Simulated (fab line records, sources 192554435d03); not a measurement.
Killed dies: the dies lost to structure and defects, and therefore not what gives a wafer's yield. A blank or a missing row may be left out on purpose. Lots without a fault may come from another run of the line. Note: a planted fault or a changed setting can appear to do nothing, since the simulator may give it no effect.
Chamber matching    flow n5_finfet    3 sister chambers for N5_BEOL_M9_CURE_71 on uv_cure-02
The step cures SiCOH lowk, time 240 s. 22 wafers are shown with their chamber, then 11 later ones without.

== WAFERS, EACH WITH ITS CHAMBER ==
wafer   chamber  wafer_temp_C_max  lamp_power_pct (%)
L074.1  2        387.7             52.29
L074.4  2        387.8             52.39
L074.5  2        387.2             52.21
L078.1  1        387.9             52.32
L078.2  1        388.1             52.25
L078.6  1        387.3             52.21
L079.1  0        386.3             52.27
L079.2  0        385.8             52.25
L079.5  0        386.1             52.36
L081.2  2        387.2             52.32
L081.5  2        387.4             52.37
L081.6  2        387.3             52.29
L077.2  2        387.9             52.30
L077.3  2        387.0             52.41
L077.5  2        386.8             52.37
L082.1  1        386.8             52.30
L082.2  1        386.9             52.35
L082.3  1        388.0             52.25
L087.2  2        386.6             52.30
L087.3  2        386.9             52.43
L087.6  2        387.6             52.35
L086.2  1        387.4             52.25

SIGNATURES, as means of the wafers listed above
reading           chamber 0  chamber 1  chamber 2  scatter within a chamber
wafer_temp_C_max  386.067    387.486    387.283    0.44
lamp_power_pct    52.2933    52.2757    52.3358    0.058
Rule: for each reading, subtract the chamber's mean from the wafer's reading, divide by that reading's scatter and square the result; add these up over the readings and take the root, which gives the wafer's distance from the chamber. The wafer belongs to the nearest chamber; if the next one is less than 2 further off, it can't be placed. How the scatter is found: for the shown wafers, subtract from each reading the mean of its chamber, square and add these, divide the total by (wafers less chambers), then take the root.

== WAFERS WHOSE CHAMBER IS MISSING ==
wafer   wafer_temp_C_max  lamp_power_pct (%)
L086.4  387.9             52.36
L086.5  387.3             52.24
L089.3  386.5             52.41
L089.4  386.2             52.23
L089.5  386.0             52.23
L094.2  387.5             52.30
L094.3  387.8             52.33
L094.6  388.9             52.33
L097.1  387.5             52.38
L097.2  386.9             52.25
L097.4  387.7             52.22

== CHAMBER TAKEN BY EACH ==
wafer   from the rows above           in truth
L086.4  can't be placed: 2 or 1       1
L086.5  can't be placed: 1 or 2       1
L089.3  can't be placed: 2 or 0 or 1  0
L089.4  can't be placed: 0 or 1 or 2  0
L089.5  0                             0
L094.2  can't be placed: 1 or 2       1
L094.3  can't be placed: 1 or 2       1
L094.6  can't be placed: 1 or 2       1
L097.1  can't be placed: 2 or 1       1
L097.2  can't be placed: 1 or 2 or 0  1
L097.4  can't be placed: 1 or 2       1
Correctly placed: 1 of 11. Cannot be placed on the basis of these rows: 10; the candidates contain the true chamber in 10. 0 placed wrongly.
